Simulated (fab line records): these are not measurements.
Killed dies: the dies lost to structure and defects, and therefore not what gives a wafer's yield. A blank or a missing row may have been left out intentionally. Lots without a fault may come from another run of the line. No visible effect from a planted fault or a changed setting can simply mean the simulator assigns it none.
The tool behind it: which one? + flow n5-finfet + 30 wafers from 10 lots sampled at 5 of the route's 1938 steps

WHAT THE GAUGES SHOWED, per wafer
N5_STI_FIN_REVEAL_FIN_H_MEAS_10.
| lot  | measured    | on     | trench-depth-nm (nm) |
|------|-------------|--------|----------------------|
| L625 | day 3 01:26 | ocd-02 | 52.6 52.0 52.2       |
| L627 | day 3 12:43 | ocd-01 | 51.4 51.4 51.6       |
| L629 | day 4 01:11 | ocd-02 | 44.4 44.4 51.7       |
| L630 | day 4 07:32 | ocd-01 | 52.4 51.6 44.1       |
| L640 | day 6 18:10 | ocd-02 | 52.3 52.2 52.0       |
| L642 | day 7 08:19 | ocd-01 | 51.6 51.7 51.5       |
| L643 | day 7 11:52 | ocd-02 | 51.5 52.3 51.6       |
| L644 | day 7 18:11 | ocd-02 | 52.1 52.4 52.0       |
| L645 | day 8 00:16 | ocd-01 | 51.1 49.9 51.5       |
| L646 | day 8 07:20 | ocd-01 | 51.1 52.4 52.4       |

TOOL THAT RAN EACH LOT (tool first, then ch and the chambers of the sampled wafers, then the start)
| lot  | N5_FIN_CUT_ETCH_21                | N5_FIN_CUT_CUT_ETCH_27            | N5_STI_FIN_REVEAL_DENSIFY_30    | N5_STI_FIN_REVEAL_RECESS_09       |
|------|-----------------------------------|-----------------------------------|---------------------------------|-----------------------------------|
| L625 | rie-diel-01 ch 0,1,2, day 2 14:44 | rie-diel-01 ch 0,1,2, day 2 15:08 | rtp-anneal-02 ch 0, day 2 22:17 | vapor-etch-01 ch 0,1, day 2 22:44 |
| L627 | rie-diel-01 ch 1,3, day 3 02:46   | rie-diel-01 ch 1,3, day 3 03:09   | rtp-anneal-02 ch 0, day 3 09:35 | vapor-etch-01 ch 0,1, day 3 10:01 |
| L629 | rie-diel-01 ch 2,3, day 3 14:55   | rie-diel-01 ch 2,3, day 3 15:18   | rtp-anneal-02 ch 0, day 3 21:59 | vapor-etch-01 ch 0,1, day 3 22:26 |
| L630 | rie-diel-04 ch 0,2,3, day 3 21:58 | rie-diel-04 ch 0,2,3, day 3 22:22 | rtp-anneal-02 ch 0, day 4 04:19 | vapor-etch-01 ch 0,1, day 4 04:47 |
| L640 | rie-diel-04 ch 0,1,3, day 6 08:39 | rie-diel-04 ch 0,1,3, day 6 09:02 | rtp-anneal-01 ch 0, day 6 15:01 | vapor-etch-02 ch 0,1, day 6 15:28 |
| L642 | rie-diel-05 ch 2,3, day 6 21:46   | rie-diel-05 ch 2,3, day 6 22:09   | rtp-anneal-01 ch 0, day 7 04:39 | vapor-etch-02 ch 0,1, day 7 05:10 |
| L643 | rie-diel-04 ch 1,2,3, day 7 02:23 | rie-diel-04 ch 1,2,3, day 7 02:46 | rtp-anneal-02 ch 0, day 7 08:42 | vapor-etch-01 ch 0,1, day 7 09:10 |
| L644 | rie-diel-01 ch 1,2, day 7 08:41   | rie-diel-01 ch 1,2, day 7 09:05   | rtp-anneal-01 ch 0, day 7 14:58 | vapor-etch-01 ch 0,1, day 7 15:26 |
| L645 | rie-diel-05 ch 0,1, day 7 14:33   | rie-diel-05 ch 0,1, day 7 14:56   | rtp-anneal-01 ch 0, day 7 21:08 | vapor-etch-01 ch 0,1, day 7 21:34 |
| L646 | rie-diel-05 ch 1,2,3, day 7 21:38 | rie-diel-05 ch 1,2,3, day 7 22:01 | rtp-anneal-02 ch 0, day 8 04:10 | vapor-etch-01 ch 0,1, day 8 04:38 |
- N5_FIN_CUT_ETCH_21: etches SOC in N2/H2, target depth 219 nm, overetch 43.8 nm, time 523.5 s.
- N5_FIN_CUT_CUT_ETCH_27: etches SiO2 in CHF3/O2, target depth 4 nm, overetch 2 nm, time 4.9 s.
- N5_STI_FIN_REVEAL_DENSIFY_30
- N5_STI_FIN_REVEAL_RECESS_09: chemistry HF/NH3, target SiO2, afs cycles 11, target depth 42.5 nm, sublimation time 60 s.

WHAT THE TOOLS THEMSELVES READ (means of the sampled wafers that have a number; where no wafer has one, the mark that the record gives instead)
N5_FIN_CUT_ETCH_21.
| lot  | tool        | drypump-motor-current-A (A) | oes-product-au (a.u.) | rf-vpp-V (V) | showerhead-plenum-p-Torr (Torr) | throttle-valve-pct (%) |
|------|-------------|-----------------------------|-----------------------|--------------|---------------------------------|------------------------|
| L625 | rie-diel-01 | 5.9                         | 0.78                  | 240.8        | 2.53                            | 17.67                  |
| L627 | rie-diel-01 | 6.2                         | 0.82                  | 240.0        | 2.52                            | 17.52                  |
| L629 | rie-diel-01 | 5.7                         | 0.76                  | 240.5        | 2.52                            | 17.59                  |
| L630 | rie-diel-04 | 5.5                         | 0.66                  | 239.1        | 2.44                            | 17.68                  |
| L640 | rie-diel-04 | 5.6                         | 0.71                  | 241.2        | 2.54                            | 17.71                  |
| L642 | rie-diel-05 | 5.6                         | 0.72                  | 240.3        | 2.60                            | 17.99                  |
| L643 | rie-diel-04 | 5.7                         | 0.77                  | 241.7        | 2.60                            | 17.64                  |
| L644 | rie-diel-01 | 6.0                         | 0.78                  | 240.9        | 2.48                            | 17.66                  |
| L645 | rie-diel-05 | 6.1                         | 0.79                  | 240.6        | 2.50                            | 17.78                  |
| L646 | rie-diel-05 | 5.9                         | 0.71                  | 240.3        | 2.55                            | 17.90                  |

N5_FIN_CUT_CUT_ETCH_27.
| lot  | tool        | drypump-motor-current-A (A) | oes_ar_750_au (a.u.) | oes-product-au (a.u.) | rf-vpp-V (V) | showerhead-plenum-p-Torr (Torr) | throttle-valve-pct (%) |
|------|-------------|-----------------------------|----------------------|-----------------------|--------------|---------------------------------|------------------------|
| L625 | rie-diel-01 | 5.9                         | 0.84                 | 0.67                  | 517          | 2.41                            | 18.70                  |
| L627 | rie-diel-01 | 6.2                         | 0.88                 | 0.69                  | 515          | 2.40                            | 18.58                  |
| L629 | rie-diel-01 | 5.7                         | 0.82                 | 0.65                  | 517          | 2.41                            | 18.78                  |
| L630 | rie-diel-04 | 5.5                         | 0.72                 | 0.57                  | 520          | 2.33                            | 18.84                  |
| L640 | rie-diel-04 | 5.6                         | 0.79                 | 0.61                  | 519          | 2.42                            | 18.83                  |
| L642 | rie-diel-05 | 5.6                         | 0.78                 | 0.61                  | 530          | 2.43                            | 18.90                  |
| L643 | rie-diel-04 | 5.7                         | 0.83                 | 0.66                  | 527          | 2.47                            | 18.73                  |
| L644 | rie-diel-01 | 5.9                         | 0.83                 | 0.67                  | 511          | 2.36                            | 18.66                  |
| L645 | rie-diel-05 | 6.0                         | 0.85                 | 0.68                  | 524          | 2.39                            | 18.86                  |
| L646 | rie-diel-05 | 5.9                         | 0.77                 | 0.60                  | 523          | 2.41                            | 18.90                  |

N5_STI_FIN_REVEAL_DENSIFY_30.
| lot  | tool          | lamp-power-pct (%) | lamp_zone_7_pct (%) |
|------|---------------|--------------------|---------------------|
| L625 | rtp-anneal-02 | 11.56              | 11.966              |
| L627 | rtp-anneal-02 | 11.53              | 11.962              |
| L629 | rtp-anneal-02 | 11.55              | 11.979              |
| L630 | rtp-anneal-02 | 11.53              | 11.959              |
| L640 | rtp-anneal-01 | 11.52              | 11.974              |
| L642 | rtp-anneal-01 | 11.53              | 11.956              |
| L643 | rtp-anneal-02 | 11.58              | 11.958              |
| L644 | rtp-anneal-01 | 11.55              | 11.958              |
| L645 | rtp-anneal-01 | 11.52              | 11.963              |
| L646 | rtp-anneal-02 | 11.53              | 11.961              |

N5_STI_FIN_REVEAL_RECESS_09.
| lot  | tool          | drypump-motor-current-A (A) |
|------|---------------|-----------------------------|
| L625 | vapor-etch-01 | 5.52                        |
| L627 | vapor-etch-01 | 5.35                        |
| L629 | vapor-etch-01 | 5.32                        |
| L630 | vapor-etch-01 | 5.53                        |
| L640 | vapor-etch-02 | 5.37                        |
| L642 | vapor-etch-02 | 5.42                        |
| L643 | vapor-etch-01 | 5.52                        |
| L644 | vapor-etch-01 | 5.53                        |
| L645 | vapor-etch-01 | 5.33                        |
| L646 | vapor-etch-01 | 5.34                        |

THE ANSWER, worked out from the rows above alone
Rule: what is usual is taken from the lots themselves. The widest of any qualifying gaps counts: lots, ordered by their means at a reading, are off when they make up no more than a third of the lots, leave a main group of 4 or more, and stand apart from it by 3 or more times the standard deviation of that group's means. A main group whose means are all the same, to the digits that the tables above print for the reading, isn't used. A lot without any number at a reading at which 4 lots or more have one is off too. Where the step has rows for the other lots, those lots are counted as sound. Order of review: gauges by route order, followed by the tools' own readings, for which a lot's mean as printed above is used. The first step at which some lot is off is used, and at that step the reading that is off furthest; a lot without a number counts as furthest.
Off at N5_STI_FIN_REVEAL_FIN_H_MEAS_10 (trench-depth-nm): L629, L630. Mean 51.8 nm and standard deviation 0.45 in the main group.
If a tool, at a process step before that reading, ran all the lots that are off and no sound lot after the first of them, it fits. Gauges at N5_STI_FIN_REVEAL_FIN_H_MEAS_10: tried the same way as those tools. Not one of the candidates tried fits.

WHAT HAD BEEN PUT IN BY THE SIMULATOR
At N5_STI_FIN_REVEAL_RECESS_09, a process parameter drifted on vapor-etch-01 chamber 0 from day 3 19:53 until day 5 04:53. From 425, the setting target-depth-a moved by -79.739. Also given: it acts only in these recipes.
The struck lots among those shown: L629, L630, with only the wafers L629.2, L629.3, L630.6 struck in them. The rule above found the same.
